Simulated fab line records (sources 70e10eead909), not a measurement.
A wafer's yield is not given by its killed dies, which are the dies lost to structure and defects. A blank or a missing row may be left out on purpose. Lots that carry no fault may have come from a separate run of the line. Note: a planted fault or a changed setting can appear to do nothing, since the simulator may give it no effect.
A struck lot beside a sound one | flow nand harc | 15 steps out of a route of 1302
Sound: wafers L670.1, L670.2, L670.4. Struck: wafer L685.2 (left out: L685.5, L685.6 of the same lot, which were not struck); the cause appears at the end.
Each step with rows lists, per side, the tool, then ch with its chambers, then its first start. Under that, the readings that differ: sound wafers | struck wafers | difference of the means | sigmas: that difference in standard deviations of wafers without a fault.
alike: readings whose means differ by less than 2 such deviations, and words and numbers that are the same on both sides. not compared: withheld readings, readings that some wafer has no value for, bounds like >300 that may hide the same value, and numbers for which the record gives no deviation and whose values overlap.
Wherever a step has rows on one side only, a row that says differs or no value, or a row with sigmas, the two part there. When numbers do not overlap yet have no deviation, they are printed without sigmas and do not part them. A reading that every wafer of one side lacks parts them only if that side has two wafers or more.

first, 6 steps without rows for these wafers: NHARC_A_DECK1_JOINT_CVD_34 (deposits SiNx, target thk 20 nm); NHARC_A_DECK1_JOINT_DEP_06 (deposits SiOx, target thk 80 nm); NHARC_A_DECK1_JOINT_CURE_26 (time 32 s); NHARC_A_DECK1_JOINT_ANNEAL_27 (time 3600 s); NHARC_A_DECK1_JOINT_ANNEAL_28 (time 1800 s); NHARC_A_DECK1_JOINT_ANNEAL_29 (time 1800 s).
NHARC_A_DECK1_JOINT_CMP_02: polishes SiOx.
  sound on cmp-04 ch 0,1,2, day 12 19:01; struck on cmp-04 ch 3, day 19 09:20
  alike: motor current A
following that, these wafers have no rows for 1 step: NHARC_A_DECK1_JOINT_SRD_15.
NHARC_A_DECK1_JOINT_DEP_16: deposits SiO2, target thk 45 nm.
  sound on pecvd-03 ch 1,2, day 12 19:25; struck on pecvd-02 ch 2, day 19 09:43
  alike: chamber pressure Torr, heater power w, throttle valve pct
NHARC_A_DECK1_JOINT_THK_MEAS_17: measures by ellipsometry.
  sound on film metro-02 at day 12 19:41; struck on film metro-02 at day 19 09:58
  reading     | sound          | struck | difference | sigmas
  thk nm (nm) | 46.4 44.1 46.8 | 42.3   | -3.5       | -3
NHARC_A_DECK1_JOINT_INSPECT_05:
  sound on defect inspect-02 at day 12 19:43; struck on defect inspect-02 at day 19 10:01
  alike: raw defect count
NHARC_A_ONON_D2_DEP_00: target thk 1000 nm.
  sound on pecvd onon-01 ch 0, day 12 19:47; struck on pecvd onon-01 ch 0, day 19 10:09
NHARC_A_ONON_D2_THK_MEAS_02: measures by ellipsometry.
  sound on film metro-01 at day 12 20:17; struck on film metro-01 at day 19 10:36
  reading     | sound       | struck | difference | sigmas
  thk nm (nm) | 994 996 995 | 764    | -231       | -23
then, 1 step without rows for these wafers: NHARC_A_ONON_D2_DEP_03 (target thk 1000 nm).
-- jump in the record: it breaks off in module A_ONON_D2 and resumes in module END (first step shown: number 1302 of the route), and 13 days separate the struck wafers' starts before and after --
NHARC_END_SORT_01:
  the record has rows for the struck wafers here (prober-01 ch 0, day 31 23:02) and none for the sound ones

## WHERE THEY PART
Last at NHARC_END_SORT_01 as far as this record goes, first at NHARC_A_DECK1_JOINT_THK_MEAS_17.

WHY: the cause the simulator had injected
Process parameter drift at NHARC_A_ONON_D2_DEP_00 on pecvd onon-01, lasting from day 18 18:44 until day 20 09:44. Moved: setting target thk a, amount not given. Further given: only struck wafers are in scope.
